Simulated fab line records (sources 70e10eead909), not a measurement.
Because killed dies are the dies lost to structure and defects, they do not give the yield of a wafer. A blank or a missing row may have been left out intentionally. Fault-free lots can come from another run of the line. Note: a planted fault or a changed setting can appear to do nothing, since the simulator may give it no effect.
fab line records -- flow nand-harc
[record] lots = 6, wafers = 17, last-day = 33
route steps=1302 shown A_STAIRCASE@755 END@1302
lots that met no fault: from a run of the same line without faults
start-h: the number of hours between the record's first day and the start of the first shown wafer of the lot -- wait-h: hours since the lot's step before -- " unchanged from the row above -- L1.1+2: a row that stands for several wafers -- - value missing, or start not given -- * or withheld: withheld -- < > ~ a bound
route shown NAME@n: NAME is a module with steps in the file, n the number in the route of the first one -- usual: the fault-free wafers' mean and standard deviation -- same: alike in all rows -- chamber/n: place in a boat -- sites: readings site by site -- _std_site: standard deviation across them -- _edge_site: mean of outer sites minus mean of inner sites -- radius-mm: how far each site lies from the wafer's centre -- mask NAME#n: copy n -- behind: the last tool/chamber to shape the wafer -- hold: why the lot was held/for how many hours/how that ended -- device: the n, p or np transistor that did not switch -- end of line: tests of these same wafers at the route's end -- for a step that has no rows: nothing shown but its recipe -- killed: dies lost to structure and defects at the first sort, not the wafer's yield -- map: a wafer's dies, marking killed ones x, the rest . and places with no die _
set.NAME: setting as actually run; set.NAME@STEP: the setting as run at that earlier step -- model.NAME: the simulator's own value behind a step, which no gauge read
lots at selected steps of the route; one table per step, one row per wafer
services: the hour from which a tool's chamber was out of use, counted from the record's first day as start-h (under 0 if before that day), plus the number of hours and why
[[steps]]
[step NHARC_A_STAIRCASE_SRD_241]
[step NHARC_A_STAIRCASE_DEHYDRATE_242]
[recipe] temp-c = 150, time-s = 120
[step NHARC_A_STAIRCASE_HMDS_243]
[recipe] time-s = 30
[step NHARC_A_STAIRCASE_COAT_244]
[recipe] spin-rpm = 1200
[step NHARC_A_STAIRCASE_SOFTBAKE_245]
[recipe] temp-c = 135, time-s = 170
[step NHARC_A_STAIRCASE_EBR_246]
[step NHARC_A_STAIRCASE_EXPOSE_247]
[recipe] na = 0.5, dose-mj = 25.34, mask-id = SDS_1
[step NHARC_A_STAIRCASE_PEB_248]
[recipe] peb-temp-c = 115, peb-time-s = 130
[step NHARC_A_STAIRCASE_DEVELOP_249]
[recipe] time-s = 140
[step NHARC_A_STAIRCASE_HARDBAKE_251]
[recipe] temp-c = 120, time-s = 140
[step NHARC_A_STAIRCASE_DESCUM_252]
[recipe] time-s = 3, o2-flow-sccm = 200, ar-flow-sccm = 0, bias-power-w = 0, chemistry = O2
[usual] drypump-motor-current-A = 5.7/0.34, oes-product-au = 0.999/0.011, rf-vpp-V = 57.6/0.92, showerhead-plenum-p-Torr = 1.88/0.095, throttle-valve-pct = 11.310/0.0092
lot.wafer,tool,chamber,start-h,wait-h,drypump-motor-current-A,oes-product-au,rf-hours-counter-h,rf-vpp-V,showerhead-plenum-p-Torr,throttle-valve-pct
L328.2,rie-diel-12,3,359.11,-,5.9,0.998,30,56.2,1.92,11.329
L328.4,rie-diel-12,1,359.11,-,5.5,0.994,29,57.2,1.79,11.303
L328.3,rie-diel-12,2,359.11,-,5.9,1.010,22,56.9,1.98,11.313
L334.3,rie-diel-03,0,426.80,-,5.5,1.003,46,56.9,1.84,11.299
L334.5,rie-diel-03,2,426.80,-,6.1,1.013,-,56.4,1.79,11.303
L334.6,rie-diel-03,3,426.80,-,5.3,0.984,-,58.0,2.06,11.309
L344.1,rie-diel-03,0,528.78,-,5.5,0.979,18,57.3,1.83,11.307
L344.2,rie-diel-03,1,528.78,-,5.3,0.986,19,59.0,1.96,11.310
L347.2,rie-diel-03,0,561.85,-,5.5,0.992,27,58.4,1.83,11.308
L347.1,rie-diel-03,1,561.85,-,5.3,0.990,30,58.0,1.96,11.329
L347.6,rie-diel-03,0,561.85,-,5.5,0.984,-,56.2,1.83,11.328
L348.4,rie-diel-13,0,581.36,-,5.5,0.991,11,57.6,2.05,11.304
L348.3,rie-diel-13,2,581.36,-,6.6,0.997,15,57.2,1.85,11.300
L348.6,rie-diel-13,1,581.36,-,5.4,0.988,-,56.9,1.79,11.304
L350.1,rie-diel-13,1,595.70,-,5.4,0.996,23,56.7,1.79,11.320
L350.6,rie-diel-13,1,595.70,-,5.4,0.993,-,57.8,1.79,11.312
L350.4,rie-diel-13,2,595.70,-,6.6,1.013,-,57.2,1.84,11.304
[step NHARC_A_STAIRCASE_ETCH_253]
[recipe] target-depth-a = 500, time-s = 20.2, ion-energy-ev = 400, c4f8-flow-sccm = 20, o2-flow-sccm = 10, ar-flow-sccm = withheld, rf-w = 600, bias-w = 1000, chemistry = C4F8/O2
[usual] oes-product-au = 0.955/0.018, rf-vpp-V = 894/6.2, run-length-s = 41.5/0.52
lot.wafer,tool,chamber,start-h,wait-h,oes-product-au,rf-hours-counter-h,rf-vpp-V,run-length-s
L328.2,rie-diel-12,0,359.21,0.1,0.979,30,890,41.8
L328.4,rie-diel-12,1,359.21,0.1,0.968,29,888,42.1
L328.3,rie-diel-12,2,359.21,0.1,0.986,22,901,42.4
L334.3,rie-diel-03,3,426.88,0.1,0.954,51,905,41.1
L334.6,rie-diel-03,1,426.88,0.1,0.986,-,899,41.7
L334.5,rie-diel-03,2,426.88,0.1,0.960,-,887,41.3
L344.1,rie-diel-03,1,529.00,0.2,0.946,19,899,41.9
L344.2,rie-diel-03,2,529.00,0.2,0.960,19,888,30.3
L347.2,rie-diel-03,3,561.94,0.1,0.947,28,906,29.7
L347.1,rie-diel-03,1,561.94,0.1,0.953,30,900,41.6
L347.6,rie-diel-03,3,561.94,0.1,0.949,-,904,41.4
L348.3,rie-diel-13,2,581.45,0.1,0.964,15,892,40.9
L348.4,rie-diel-13,1,581.45,0.1,0.949,16,887,41.2
L348.6,rie-diel-13,2,581.45,0.1,0.959,-,892,40.8
L350.1,rie-diel-13,1,595.79,0.1,0.972,23,888,41.3
L350.6,rie-diel-13,3,595.79,0.1,0.971,-,888,42.5
L350.4,rie-diel-13,2,595.79,0.1,0.960,-,890,40.8
[step NHARC_A_STAIRCASE_STRIP_254]
[recipe] power-w = 1500, temp-c = 250, chemistry = O2
[usual] drypump-motor-current-A = 5.8/0.43, heater-power-w = 345/60
lot.wafer,tool,chamber,start-h,wait-h,drypump-motor-current-A,heater-power-w,rf-hours-counter-h
L328.2,plasma-asher-02,0,359.34,-,5.4,263,16
L328.3,plasma-asher-02,1,359.34,-,5.4,326,-
L328.4,plasma-asher-02,0,359.34,-,5.4,261,-
L334.3,plasma-asher-01,0,427.05,-,6.4,346,-
L334.6,plasma-asher-01,0,427.05,-,6.4,367,-
L334.5,plasma-asher-01,1,427.05,-,5.9,428,-
L344.1,plasma-asher-02,0,529.08,-,5.4,264,14
L344.2,plasma-asher-02,1,529.08,-,5.4,310,14
L347.2,plasma-asher-02,1,562.03,-,5.4,314,21
L347.1,plasma-asher-02,0,562.03,-,5.4,263,21
L347.6,plasma-asher-02,1,562.03,-,5.4,308,-
L348.3,plasma-asher-02,1,581.63,-,5.4,307,-
L348.4,plasma-asher-02,0,581.63,-,5.4,268,-
L348.6,plasma-asher-02,0,581.63,-,5.4,267,-
L350.1,plasma-asher-01,1,595.88,-,5.9,415,12
L350.4,plasma-asher-01,0,595.88,-,6.4,340,-
L350.6,plasma-asher-01,1,595.88,-,5.9,416,-
[step NHARC_END_SORT_01]
[recipe] temp-c = 25
[usual] killed-at-array = 52/18, killed-at-other = 1.2/1.5, killed-at-periphery = 4/3.2, killed-dies = 57/17, killed-open = 3.1/1.9, killed-short = 2.5/1.7
[same] gross-dies = 677
lot.wafer,tool,chamber,start-h,wait-h,killed-at-array,killed-at-other,killed-at-periphery,killed-dies,killed-open,killed-short
L344.2,prober-02,0,727.90,2.8,674,2,1,677,3,4
L347.2,prober-01,0,755.02,2.8,668,3,6,677,2,5
L348.6,prober-02,0,785.56,4.0,75,3,6,84,3,1
// killed by level:class
L344.2 A_STAIRCASE:area-etch=616 A_SLIT:chamber-film-flake=30 A_CHANNEL_HOLE_D1:chamber-film-flake=14 A_STAIRCASE:chamber-film-flake=4 A_CONTACT:chamber-film-flake=3 THIN_TSV:chamber-film-flake=2 A_ONON_D1:geometric-particle:short=1 A_CHANNEL_FILL_D1:geometric-particle:short=1
L347.2 A_STAIRCASE:area-etch=591 A_CHANNEL_HOLE_D2:chamber-film-flake=31 A_SLIT:chamber-film-flake=24 A_CHANNEL_HOLE_D1:chamber-film-flake=9 A_CONTACT:chamber-film-flake=4 P_M1:chamber-film-flake=3 THIN_TSV:chamber-film-flake=3 P_STI:geometric-particle:short=1
L348.6 A_CHANNEL_HOLE_D2:chamber-film-flake=31 A_SLIT:chamber-film-flake=29 A_CONTACT:chamber-film-flake=7 P_GATE:chamber-film-flake=5 THIN_TSV:chamber-film-flake=3 A_STAIRCASE:chamber-film-flake=3 P_M0:geometric-particle:open=1 A_CONTACT:geometric-particle:open=1
// map L344.2 (x killed, . not)
____________x____________
_________xxxxxxx_________
_______xxxxxxxxxxx_______
______xxxxxxxxxxxxx______
_____xxxxxxxxxxxxxxx_____
____xxxxxxxxxxxxxxxxx____
____xxxxxxxxxxxxxxxxx____
___xxxxxxxxxxxxxxxxxxx___
___xxxxxxxxxxxxxxxxxxx___
__xxxxxxxxxxxxxxxxxxxxx__
__xxxxxxxxxxxxxxxxxxxxx__
_xxxxxxxxxxxxxxxxxxxxxxx_
_xxxxxxxxxxxxxxxxxxxxxxx_
_xxxxxxxxxxxxxxxxxxxxxxx_
_xxxxxxxxxxxxxxxxxxxxxxx_
_xxxxxxxxxxxxxxxxxxxxxxx_
xxxxxxxxxxxxxxxxxxxxxxxxx
xxxxxxxxxxxxxxxxxxxxxxxxx
xxxxxxxxxxxxxxxxxxxxxxxxx
xxxxxxxxxxxxxxxxxxxxxxxxx
xxxxxxxxxxxxxxxxxxxxxxxxx
_xxxxxxxxxxxxxxxxxxxxxxx_
_xxxxxxxxxxxxxxxxxxxxxxx_
_xxxxxxxxxxxxxxxxxxxxxxx_
_xxxxxxxxxxxxxxxxxxxxxxx_
_xxxxxxxxxxxxxxxxxxxxxxx_
__xxxxxxxxxxxxxxxxxxxxx__
__xxxxxxxxxxxxxxxxxxxxx__
___xxxxxxxxxxxxxxxxxxx___
___xxxxxxxxxxxxxxxxxxx___
____xxxxxxxxxxxxxxxxx____
____xxxxxxxxxxxxxxxxx____
_____xxxxxxxxxxxxxxx_____
______xxxxxxxxxxxxx______
_______xxxxxxxxxxx_______
_________xxxxxxx_________
____________x____________
// map L347.2 (x killed, . not)
____________x____________
_________xxxxxxx_________
_______xxxxxxxxxxx_______
______xxxxxxxxxxxxx______
_____xxxxxxxxxxxxxxx_____
____xxxxxxxxxxxxxxxxx____
____xxxxxxxxxxxxxxxxx____
___xxxxxxxxxxxxxxxxxxx___
___xxxxxxxxxxxxxxxxxxx___
__xxxxxxxxxxxxxxxxxxxxx__
__xxxxxxxxxxxxxxxxxxxxx__
_xxxxxxxxxxxxxxxxxxxxxxx_
_xxxxxxxxxxxxxxxxxxxxxxx_
_xxxxxxxxxxxxxxxxxxxxxxx_
_xxxxxxxxxxxxxxxxxxxxxxx_
_xxxxxxxxxxxxxxxxxxxxxxx_
xxxxxxxxxxxxxxxxxxxxxxxxx
xxxxxxxxxxxxxxxxxxxxxxxxx
xxxxxxxxxxxxxxxxxxxxxxxxx
xxxxxxxxxxxxxxxxxxxxxxxxx
xxxxxxxxxxxxxxxxxxxxxxxxx
_xxxxxxxxxxxxxxxxxxxxxxx_
_xxxxxxxxxxxxxxxxxxxxxxx_
_xxxxxxxxxxxxxxxxxxxxxxx_
_xxxxxxxxxxxxxxxxxxxxxxx_
_xxxxxxxxxxxxxxxxxxxxxxx_
__xxxxxxxxxxxxxxxxxxxxx__
__xxxxxxxxxxxxxxxxxxxxx__
___xxxxxxxxxxxxxxxxxxx___
___xxxxxxxxxxxxxxxxxxx___
____xxxxxxxxxxxxxxxxx____
____xxxxxxxxxxxxxxxxx____
_____xxxxxxxxxxxxxxx_____
______xxxxxxxxxxxxx______
_______xxxxxxxxxxx_______
_________xxxxxxx_________
____________x____________
[[services]]
tool,chamber,start-h,hours,kind
rie-diel-03,0,342.00,-,clean
rie-diel-03,1,342.00,-,clean
rie-diel-03,2,342.00,-,clean
rie-diel-03,3,342.00,-,clean
rie-diel-13,-,342.11,9.0,pm
plasma-asher-01,-,342.88,9.0,pm
rie-diel-03,0,359.61,6.1,repair
rie-diel-03,0,366.77,-,clean
rie-diel-03,1,366.77,-,clean
rie-diel-03,2,366.77,-,clean
rie-diel-12,2,406.71,10.1,repair
rie-diel-03,2,421.02,1.3,repair
rie-diel-13,3,422.60,3.9,repair
rie-diel-12,-,445.56,9.0,pm
rie-diel-03,-,461.01,9.0,pm
plasma-asher-02,-,461.71,9.0,pm
plasma-asher-01,-,519.89,9.0,pm
rie-diel-13,-,521.62,9.0,pm
rie-diel-12,0,526.03,5.7,repair
rie-diel-03,-,533.13,0.7,repair
plasma-asher-02,-,536.47,2.6,repair
rie-diel-12,0,536.48,5.4,repair
rie-diel-03,2,543.29,7.7,repair
rie-diel-12,-,590.55,0.9,repair
[[key]]
[first-sign] step = NHARC_A_STAIRCASE_ETCH_253, reading = run-length-s, direction = down, sigmas = 22, usual = *, struck = *
[effect] step = NHARC_END_SORT_01, reading = killed-dies, direction = up, sigmas = 36, usual = 57, struck = 677
[more-kills-born-at] NHARC_A_STAIRCASE_ETCH_253@rie-diel-03 = 1207
met-at NHARC_A_STAIRCASE_ETCH_253
struck-wafers L344.2,L347.2
later-rows-left-out L344.2,L347.2
tester-left-out L344,L347
onset-between 426.88 529.00
[fault] kind = process-parameter-drift, tool = rie-diel-03, chamber = -, onset-h = 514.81, steps = NHARC_A_STAIRCASE_ETCH_253, channel = time-s, offset = *, shape = step, end-h = 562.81, scope = struck-wafers-only, acts-in = *, stated = *
// tester-left-out: of these lots the tester's yield and bins aren't shown, on N5 and GAA mostly nor the transistor test; their killed dies are dies lost to structure and defects alone, not to doping, threshold or leakage, so they don't give the yield
// later-rows-left-out: the simulator's readings of these wafers behind a module that went badly wrong aren't trusted and aren't shown, but for the sort
